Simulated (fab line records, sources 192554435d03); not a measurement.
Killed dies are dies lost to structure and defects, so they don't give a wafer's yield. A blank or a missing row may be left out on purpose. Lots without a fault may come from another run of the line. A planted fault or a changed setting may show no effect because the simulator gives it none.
fab line records | flow n5_finfet | part 1 of 2: steps 1 to 4 of 6
record lots=24 wafers=72 last_day=17
route steps=1938 shown BEOL_M5@1136 BEOL_M6@1196
lots that met no fault: from a run of the same line without faults
start_h: hours from the record's first day to the start of the lot's first wafer shown | wait_h: hours since the lot's step before | " the same as in the row above | L1.1+2: a row that stands for several wafers | - no value, or no start given | * or withheld: withheld | < > ~ a bound
route shown NAME@n: a module of which the file shows steps, and the number in the route of the first | usual: mean/standard deviation of fault-free wafers | same: alike in all rows | chamber/n: place in a boat | sites: the reading at each site | _std_site: their standard deviation | _edge_site: outer sites' mean less inner sites' | radius_mm: how far each site lies from the wafer's centre | mask NAME#n: copy n | behind: the tool/chamber that last shaped the wafer | hold: why the lot was held/for how many hours/how that ended | device: the transistor (n, p or np) that didn't switch | end of line: the same wafers' tests at the end of the route | a step without rows: its recipe alone | killed: dies lost to structure and defects at the first sort, not the wafer's yield | map: a wafer's dies, x killed, . not, _ none there
set.NAME: the setting as run; set.NAME@STEP: as run at that earlier step | model.NAME: the simulator's own value behind a step, which no gauge read
steps of the route over a sample of lots; a table a step, a row a wafer
services: from which hour (start_h, from the record's first day; less than 0 if before it) a tool's chamber was out of use, for how many hours, and why
## steps
# step N5_BEOL_M5_HM_OPEN_17
# recipe chemistry=Cl2/BCl3 target_depth_a=200 overetch_a=60 target=TiN mask_material=SOC ion_energy_ev=150 pressure_mtorr=10 icp_w=1000 bias_w=126 Cl2_flow_sccm=53.25 bcl3_flow_sccm=21.75 Ar_flow_sccm=25
# usual drypump_motor_current_A=6.0/0.46 mfc_ar_sccm=25.00/0.078 oes_product_au=0.66/0.067 throttle_valve_pct=22.17/0.17
# columns lot.wafer tool chamber start_h wait_h drypump_motor_current_A mfc_ar_sccm oes_product_au rf_hours_counter_h throttle_valve_pct
L074.1 rie_metal-02 1 166.62 0.0 6.5 25.00 0.69 39 21.78
L074.5 " 0 " " 6.6 24.89 0.70 - 22.31
L074.6 " 1 " " 6.5 25.09 0.69 - 21.82
L075.1 rie_metal-03 0 180.97 0.0 6.2 24.96 0.65 40 22.06
L075.2 " 1 " " 5.3 25.11 0.80 5 22.25
L075.4 " 0 " " 6.3 24.99 0.65 - 22.07
L076.4 rie_metal-03 1 183.08 0.1 5.3 24.96 0.79 - 22.26
L076.5 " 0 " " 6.2 25.13 0.65 - 22.08
L076.6 " 1 " " 5.3 24.99 0.80 - 22.23
L077.1 rie_metal-01 0 186.82 0.0 6.0 24.92 0.55 96 22.34
L077.2 " 1 " " 5.6 24.95 0.68 30 22.14
L077.6 " 1 " " 5.6 24.97 0.69 - 22.14
L078.1 rie_metal-01 0 193.24 0.0 6.0 24.91 0.57 97 22.31
L078.4 " 1 " " 5.6 25.10 0.69 - 22.11
L078.6 " 1 " " 5.6 25.06 0.70 - 22.12
L079.4 rie_metal-02 0 201.30 0.1 6.6 24.97 0.69 - 22.34
L079.5 " 0 " " 6.6 25.07 0.68 - 22.34
L079.6 " 1 " " 6.5 25.16 0.68 - 21.82
L080.1 rie_metal-02 0 208.48 0.0 6.6 25.03 0.68 38 22.34
L080.3 " 0 " " 6.6 24.90 0.69 - 22.33
L080.4 " 1 " " 6.5 24.95 0.67 - 21.82
L082.2 rie_metal-01 0 216.55 0.0 6.0 24.90 0.56 99 22.32
L082.3 " 0 " " 6.0 25.02 0.55 - 22.34
L082.6 " 1 " " 5.6 25.03 0.68 - 22.13
L081.2 rie_metal-02 1 219.52 0.0 6.5 24.94 0.68 44 21.81
L081.4 " 0 " " 6.6 25.02 0.69 - 22.32
L081.6 " 0 " " 6.6 25.06 0.69 - 22.34
L083.1 rie_metal-02 1 220.76 0.0 6.5 24.94 0.67 44 21.83
L083.2 " 0 " " 6.6 25.02 0.67 40 22.34
L083.6 " 1 " " 6.5 25.12 0.67 - 21.83
L084.1 rie_metal-03 0 221.56 0.0 6.2 24.89 0.64 44 22.08
L084.2 " 1 " " 5.3 24.93 0.78 8 22.23
L084.4 " 0 " " 6.2 25.01 0.64 - 22.09
L085.1 rie_metal-01 0 237.36 0.0 6.0 25.02 0.55 101 22.32
L085.2 " 1 " " 5.5 25.06 0.67 35 22.16
L085.4 " 1 " " 5.6 25.02 0.67 - 22.15
L086.1 rie_metal-01 1 245.17 0.0 5.6 24.89 0.67 35 22.15
L086.3 " 0 " " 6.0 24.96 0.55 - 22.34
L086.4 " 1 " " 5.6 24.99 0.67 - 22.15
L088.1 rie_metal-02 1 247.70 0.0 6.5 24.95 0.67 46 21.85
L088.2 " 0 " " 6.6 25.07 0.67 42 22.36
L088.3 " 1 " " 6.5 24.88 0.66 - 21.84
L087.3 rie_metal-01 0 248.22 0.1 6.0 24.93 0.55 - 22.35
L087.5 " 1 " " 5.6 24.91 0.68 - 22.12
L087.6 " 0 " " 6.1 24.93 0.55 - 22.33
L089.1 rie_metal-01 0 267.75 0.0 6.0 24.95 0.54 104 22.33
L089.4 " 1 " " 5.6 25.01 0.67 - 22.13
L089.6 " 1 " " 5.6 25.09 0.67 - 22.12
L090.1 rie_metal-03 0 272.79 0.0 6.2 24.94 0.63 49 22.09
L090.2 " 1 " " 5.3 25.05 0.76 13 22.25
L090.5 " 1 " " 5.3 25.00 0.76 - 22.26
L091.3 rie_metal-02 1 276.32 0.1 6.5 25.03 0.66 - 21.86
L091.4 " 0 " " 6.6 25.07 0.67 - 22.35
L091.6 " 0 " " 6.6 25.08 0.66 - 22.36
L093.1 rie_metal-03 0 278.52 0.0 6.2 24.85 0.63 50 22.08
L093.4 " 1 " " 5.3 25.11 0.76 - 22.27
L093.6 " 0 " " 6.2 24.99 0.63 - 22.08
L092.1 rie_metal-01 1 279.42 0.0 5.6 24.98 0.66 39 22.15
L092.3 " 0 " " 6.1 25.03 0.54 - 22.37
L092.6 " 0 " " 6.1 24.98 0.54 - 22.35
L094.1 rie_metal-01 1 291.62 0.0 5.6 25.06 0.67 40 22.13
L094.2 " 0 " " 6.0 25.12 0.55 106 22.33
L094.3 " 0 " " 6.1 24.97 0.54 - 22.33
L095.2 rie_metal-01 1 294.15 0.0 5.6 25.01 0.67 40 22.14
L095.3 " 0 " " 6.1 25.05 0.54 - 22.35
L095.6 " 1 " " 5.6 25.05 0.66 - 22.16
L097.3 rie_metal-03 0 306.29 0.1 6.2 25.08 0.62 - 22.11
L097.4 " 1 " " 5.3 25.19 0.74 - 22.26
L097.6 " 0 " " 6.2 24.95 0.61 - 22.10
L096.1 rie_metal-03 0 307.00 0.0 6.2 24.98 0.64 53 22.09
L096.3 " 1 " " 5.3 24.99 0.74 - 22.27
L096.5 " 1 " " 5.3 24.94 0.74 - 22.25
# step N5_BEOL_M5_ETCH_41
# recipe chemistry=CH3F/O2 target=SiCN target_depth_a=315 taper_deg=2 time_s=56.7 ion_energy_ev=120 mask_material=TiN pressure_mtorr=30 source_w=395 bias_w=75 Ar_flow_sccm=150 CH3F_flow_sccm=30 O2_flow_sccm=20
# usual O2_flow_sccm=19.99/0.056 drypump_motor_current_A=5.6/0.48 mfc_ar_sccm=150.0/0.49 oes_product_au=0.79/0.087 rf_vpp_V=297.4/1.6 showerhead_plenum_p_Torr=2.01/0.065 throttle_valve_pct=16.36/0.21
# columns lot.wafer tool chamber start_h wait_h O2_flow_sccm drypump_motor_current_A mfc_ar_sccm oes_product_au rf_hours_counter_h rf_vpp_V showerhead_plenum_p_Torr throttle_valve_pct
L074.1 rie_diel-05 0 - - 19.98 5.3 150.4 0.76 154 297.3 2.01 16.15
L074.5 " 2 " " 20.00 6.0 149.6 0.70 - 295.7 1.97 16.64
L074.6 " 3 " " 19.93 5.4 150.5 0.74 - 298.6 2.09 16.33
L075.1 rie_diel-06 3 - - 19.96 6.8 149.9 0.90 36 299.7 2.05 16.12
L075.2 " 2 " " 20.02 5.7 149.8 0.75 138 296.4 1.92 16.65
L075.4 " 0 " " 19.98 5.5 150.6 0.77 151 296.0 1.92 16.58
L076.4 rie_diel-05 1 - - 19.99 5.6 149.0 0.70 249 293.6 1.89 16.74
L076.5 " 0 " " 20.07 5.3 150.1 0.76 - 299.2 2.01 16.17
L076.6 " 3 " " 19.97 5.4 150.4 0.74 - 298.9 2.08 16.32
L077.1 rie_diel-05 2 - - 19.92 6.0 148.7 0.68 241 297.5 1.97 16.63
L077.2 " 0 " " 19.96 5.3 149.1 0.75 161 296.4 2.00 16.17
L077.6 " 3 " " 20.04 5.4 150.5 0.74 - 300.8 2.08 16.32
L078.1 rie_diel-06 1 - - 19.93 5.3 150.5 0.86 65 297.8 2.03 16.32
L078.4 " 3 " " 20.13 6.8 150.4 0.88 41 297.5 2.04 16.11
L078.6 " 1 " " 19.96 5.3 150.0 0.87 - 298.1 2.03 16.32
L079.4 rie_diel-03 2 - - 19.96 4.8 150.4 0.94 6 296.2 1.97 15.82
L079.5 " 2 " " 19.98 4.8 149.7 0.94 - 297.1 1.97 15.79
L079.6 " 1 " " 20.01 5.2 150.1 0.69 - 298.4 2.07 16.39
L080.1 rie_diel-05 1 - - 20.00 5.6 148.7 0.97 1 298.9 2.13 16.28
L080.3 " 0 " " 19.97 5.3 149.6 0.75 167 297.5 2.00 16.18
L080.4 " 3 " " 20.01 5.4 150.8 0.74 181 298.8 2.08 16.34
L082.2 rie_diel-05 0 - - 19.96 5.3 150.0 0.75 169 297.6 2.00 16.17
L082.3 " 2 " " 19.92 6.0 149.8 0.68 250 296.9 1.97 16.66
L082.6 " 1 " " 19.99 5.6 149.7 0.96 - 300.6 2.13 16.30
L081.2 rie_diel-06 1 - - 20.01 5.3 150.0 0.85 73 297.6 2.03 16.36
L081.4 " 3 " " 19.99 6.8 149.9 0.87 51 298.1 2.04 16.12
L081.6 " 2 " " 19.99 5.7 150.1 0.74 - 295.9 1.92 16.69
L083.1 rie_diel-06 0 - - 19.98 5.5 149.5 0.74 164 296.0 1.92 16.58
L083.2 " 3 " " 19.90 6.8 150.6 0.86 51 299.1 2.04 16.14
L083.6 " 1 " " 19.97 5.3 150.4 0.85 - 297.1 2.03 16.33
L084.1 rie_diel-06 1 - - 19.91 5.4 149.2 0.86 74 297.9 2.03 16.34
L084.2 " 0 " " 20.10 5.4 149.5 0.75 164 296.7 1.92 16.58
L084.4 " 3 " " 20.00 6.8 150.3 0.86 52 297.5 2.04 16.12
L085.1 rie_diel-05 2 - - 20.02 6.0 150.1 0.99 1 296.6 1.97 16.20
L085.2 " 3 " " 19.93 5.4 149.8 0.72 191 298.1 2.08 16.37
L085.4 " 1 " " 20.04 5.6 149.7 0.92 11 300.0 2.13 16.30
L086.1 rie_diel-03 2 - - 20.01 4.8 149.7 0.92 18 297.0 1.97 15.84
L086.3 " 0 " " 20.13 5.3 150.2 0.69 214 297.0 2.06 16.36
L086.4 " 1 " " 20.08 5.2 150.6 0.68 225 298.6 2.06 16.42
L088.1 rie_diel-03 3 - - 19.98 5.1 150.0 0.82 106 295.9 2.02 16.24
L088.2 " 0 " " 19.98 5.3 149.3 0.69 215 299.6 2.06 16.35
L088.3 " 1 " " 19.92 5.2 150.0 0.69 226 297.8 2.06 16.42
L087.3 rie_diel-05 2 - - 19.95 6.0 150.1 0.96 5 295.9 1.96 16.20
L087.5 " 2 " " 19.91 6.0 150.7 0.97 - 296.3 1.96 16.21
L087.6 " 1 " " 20.08 5.6 150.6 0.92 - 300.7 2.13 16.30
L089.1 rie_diel-03 0 - - 19.92 5.3 150.6 0.68 222 299.0 2.06 16.39
L089.4 " 3 " " 19.88 5.1 149.4 0.81 114 296.4 2.02 16.24
L089.6 " 3 " " 19.94 5.1 149.7 0.80 - 297.5 2.02 16.24
L090.1 rie_diel-06 1 - - 20.08 5.3 149.9 0.83 92 297.8 2.02 16.39
L090.2 " 3 " " 19.92 6.7 149.8 0.83 70 297.6 2.03 16.19
L090.5 " 2 " " 20.08 5.7 150.3 0.72 - 296.3 1.91 16.72
L091.3 rie_diel-05 0 - - 20.03 5.3 149.9 0.73 189 297.4 2.00 16.23
L091.4 " 2 " " 20.05 6.0 149.8 0.93 14 295.5 1.96 16.22
L091.6 " 1 " " 19.99 5.6 149.9 0.89 - 300.2 2.13 16.32
L092.1 rie_diel-05 0 - - 19.95 5.3 150.3 0.74 190 297.6 2.00 16.21
L092.3 " 2 " " 20.06 6.0 149.9 0.93 14 296.8 1.96 16.22
L092.6 " 3 " " 20.05 5.4 150.1 0.72 - 298.7 2.07 16.38
L093.1 rie_diel-06 1 - - 19.99 5.3 150.7 0.83 92 298.1 2.02 16.39
L093.4 " 0 " " 19.96 5.4 149.4 0.73 182 296.1 1.91 16.60
L093.6 " 3 " " 19.99 6.7 150.2 0.84 - 298.5 2.03 16.18
L094.1 rie_diel-06 2 - - 19.96 5.7 149.3 0.71 176 293.6 1.91 16.72
L094.2 " 0 " " 19.93 5.5 150.4 0.73 186 295.5 1.91 16.62
L094.3 " 1 " " 20.05 5.3 150.9 0.82 95 299.7 2.02 16.39
L095.2 rie_diel-06 0 - - 19.97 5.5 149.7 0.73 187 295.3 1.91 16.63
L095.3 " 3 " " 20.01 6.7 150.1 0.84 77 298.7 2.03 16.19
L095.6 " 0 " " 19.99 5.5 150.8 0.73 - 296.0 1.91 16.62
L097.3 rie_diel-06 1 - - 20.01 5.4 150.3 0.83 101 297.0 2.02 16.40
L097.4 " 2 " " 20.00 5.7 149.1 0.71 182 296.6 1.91 16.74
L097.6 " 1 " " 19.94 5.4 149.7 0.83 - 297.3 2.02 16.39
L096.1 rie_diel-03 3 - - 19.95 5.1 149.7 0.80 126 298.0 2.01 16.25
L096.3 " 0 " " 19.92 5.3 150.0 0.67 233 298.0 2.05 16.40
L096.5 " 1 " " 19.96 5.2 148.8 0.68 - 299.2 2.06 16.46
# step N5_BEOL_M5_SPUTTER_88
# recipe material=Cu target_thk_a=150 temp_c=-20 chamber_pressure_pa=0.07 power_w=withheld time_s=27.62
# usual susceptor_temp_C=-20.01/0.11 throttle_valve_pct=29.5/0.83
# columns lot.wafer tool chamber start_h wait_h susceptor_temp_C throttle_valve_pct
L074.1 pvd_sputter-02 - 172.87 0.5 -20.04 28.7
L074.5 " - " " -20.05 29.2
L074.6 " - " " -20.22 29.7
L075.1 pvd_sputter-01 - 188.21 0.5 -20.13 27.9
L075.2 " - " " -20.00 29.3
L075.4 " - " " -19.88 31.7
L076.4 pvd_sputter-02 - 190.02 0.5 -20.09 29.0
L076.5 " - " " -19.97 29.6
L076.6 " - " " -19.93 29.8
L077.1 pvd_sputter-03 - 198.45 0.5 -20.19 30.3
L077.2 " - " " -20.00 29.3
L077.6 " - " " -20.06 30.4
L078.1 pvd_sputter-01 - 200.18 0.5 -19.88 31.4
L078.4 " - " " -20.06 29.0
L078.6 " - " " -19.92 31.7
L079.4 pvd_sputter-02 - 207.74 0.5 -20.23 29.3
L079.5 " - " " -19.85 29.1
L079.6 " - " " -20.07 29.9
L080.1 pvd_sputter-02 - 214.31 0.5 -20.17 30.1
L080.3 " - " " -19.93 29.0
L080.4 " - " " -20.00 29.5
L082.2 pvd_sputter-02 - 223.55 0.5 -19.99 29.4
L082.3 " - " " -19.93 28.9
L082.6 " - " " -20.15 29.3
L081.2 pvd_sputter-01 - 225.60 0.5 -20.23 28.6
L081.4 " - " " -20.16 29.6
L081.6 " - " " -20.10 31.5
L083.1 pvd_sputter-03 - 226.96 0.5 -20.07 29.3
L083.2 " - " " -20.15 30.4
L083.6 " - " " -20.07 29.3
L084.1 pvd_sputter-02 - 228.41 0.5 -19.84 29.4
L084.2 " - " " -19.91 29.8
L084.4 " - " " -20.14 29.4
L085.1 pvd_sputter-02 - 243.71 0.5 -20.08 29.8
L085.2 " - " " -20.12 29.4
L085.4 " - " " -19.85 29.9
L086.1 pvd_sputter-03 - 252.16 0.5 -19.99 29.5
L086.3 " - " " -19.89 30.2
L086.4 " - " " -19.94 29.4
L088.1 pvd_sputter-02 - 253.78 0.5 -20.21 29.5
L088.2 " - " " -20.22 29.0
L088.3 " - " " -19.96 29.3
L087.3 pvd_sputter-01 - 254.52 0.5 -20.07 28.0
L087.5 " - " " -19.92 29.9
L087.6 " - " " -19.94 31.8
L089.1 pvd_sputter-02 - 273.66 0.5 -19.89 29.5
L089.4 " - " " -20.01 29.1
L089.6 " - " " -20.14 29.3
L090.1 pvd_sputter-01 - 282.08 0.5 -19.92 31.7
L090.2 " - " " -20.06 28.1
L090.5 " - " " -20.12 29.2
L091.3 pvd_sputter-02 - 282.35 0.5 -19.99 29.6
L091.4 " - " " -20.06 28.9
L091.6 " - " " -19.78 29.8
L092.1 pvd_sputter-03 - 286.25 0.5 -20.02 29.0
L092.3 " - " " -19.99 30.4
L092.6 " - " " -20.03 29.3
L093.1 pvd_sputter-01 - 286.58 0.5 -19.95 31.4
L093.4 " - " " -20.18 29.1
L093.6 " - " " -20.09 28.2
L094.1 pvd_sputter-03 - 297.21 0.5 -19.89 30.5
L094.2 " - " " -19.82 29.0
L094.3 " - " " -19.92 29.1
L095.2 pvd_sputter-01 - 300.07 0.5 -20.14 28.8
L095.3 " - " " -19.95 31.5
L095.6 " - " " -20.11 28.3
L097.3 pvd_sputter-02 - 313.19 0.5 -19.95 29.8
L097.4 " - " " -19.82 29.3
L097.6 " - " " -19.92 29.1
L096.1 pvd_sputter-03 - 314.89 0.5 -19.81 30.4
L096.3 " - " " -20.16 29.0
L096.5 " - " " -20.09 29.1
# step N5_BEOL_M5_DEP_56
# recipe material=SiCN target_thk_a=80 temp_c=withheld precursor=3MS/NH3 pressure_torr=3 rf_w=202 time_s=14
# usual showerhead_plenum_p_Torr=3.669/0.014 throttle_valve_pct=9.0/0.38
# columns lot.wafer tool chamber start_h wait_h showerhead_plenum_p_Torr throttle_valve_pct
L074.1 pecvd-02 2 174.97 0.0 3.658 8.5
L074.5 " 1 " " 3.663 8.9
L074.6 " 2 " " 3.665 8.4
L075.1 pecvd-04 2 190.28 0.0 3.680 9.2
L075.2 " 1 " " 3.655 9.8
L075.4 " 2 " " 3.669 9.2
L076.4 pecvd-03 0 192.12 0.0 3.693 8.8
L076.5 " 0 " " 3.691 8.7
L076.6 " 2 " " 3.657 8.9
L077.1 pecvd-04 2 200.53 0.0 3.664 9.0
L077.2 " 0 " " 3.673 9.3
L077.6 " 2 " " 3.667 9.2
L078.1 pecvd-02 0 202.29 0.0 3.685 9.2
L078.4 " 2 " " 3.661 8.5
L078.6 " 0 " " 3.690 8.9
L079.4 pecvd-04 1 209.83 0.0 3.633 10.0
L079.5 " 2 " " 3.685 9.1
L079.6 " 0 " " 3.662 9.4
L080.1 pecvd-02 1 216.38 0.0 3.673 8.8
L080.3 " 2 " " 3.659 8.3
L080.4 " 2 " " 3.653 8.2
L082.2 pecvd-02 2 225.63 0.0 3.659 8.6
L082.3 " 1 " " 3.656 8.7
L082.6 " 1 " " 3.662 8.9
L081.2 pecvd-03 1 227.68 0.0 3.671 9.3
L081.4 " 1 " " 3.664 9.0
L081.6 " 2 " " 3.655 8.9
L083.1 pecvd-03 2 229.04 0.0 3.654 9.2
L083.2 " 1 " " 3.673 9.1
L083.6 " 1 " " 3.663 8.8
L084.1 pecvd-04 0 230.73 0.0 3.669 9.4
L084.2 " 1 " " 3.652 9.6
L084.4 " 2 " " 3.680 9.2
L085.1 pecvd-04 1 246.46 0.0 3.650 9.8
L085.2 " 0 " " 3.668 9.3
L085.4 " 0 " " 3.671 9.1
L086.1 pecvd-02 1 254.24 0.0 3.658 8.7
L086.3 " 2 " " 3.667 8.5
L086.4 " 2 " " 3.671 8.4
L088.1 pecvd-02 1 256.11 0.0 3.664 8.7
L088.2 " 0 " " 3.700 9.0
L088.3 " 2 " " 3.661 8.0
L087.3 pecvd-02 1 257.06 0.0 3.654 8.7
L087.5 " 0 " " 3.694 9.5
L087.6 " 2 " " 3.661 8.3
L089.1 pecvd-03 1 276.77 0.0 3.665 9.0
L089.4 " 0 " " 3.685 8.7
L089.6 " 2 " " 3.652 9.2
L090.1 pecvd-02 2 284.22 0.0 3.663 8.5
L090.2 " 1 " " 3.663 8.7
L090.5 " 1 " " 3.659 8.8
L091.3 pecvd-03 2 284.75 0.0 3.644 9.3
L091.4 " 2 " " 3.649 9.1
L091.6 " 0 " " 3.690 8.6
L092.1 pecvd-02 1 288.87 0.0 3.659 8.8
L092.3 " 2 " " 3.664 8.4
L092.6 " 0 " " 3.690 9.2
L093.1 pecvd-04 2 289.08 0.0 3.677 9.2
L093.4 " 2 " " 3.683 9.4
L093.6 " 2 " " 3.674 9.1
L094.1 pecvd-03 0 299.28 0.0 3.692 8.8
L094.2 " 1 " " 3.664 8.9
L094.3 " 2 " " 3.655 9.0
L095.2 pecvd-02 1 302.16 0.0 3.667 8.8
L095.3 " 2 " " 3.655 8.3
L095.6 " 0 " " 3.692 9.2
L097.3 pecvd-03 1 315.43 0.0 3.670 9.0
L097.4 " 2 " " 3.655 9.2
L097.6 " 1 " " 3.662 9.2
L096.1 pecvd-03 0 316.97 0.0 3.691 8.6
L096.3 " 2 " " 3.647 9.2
L096.5 " 0 " " 3.685 8.9
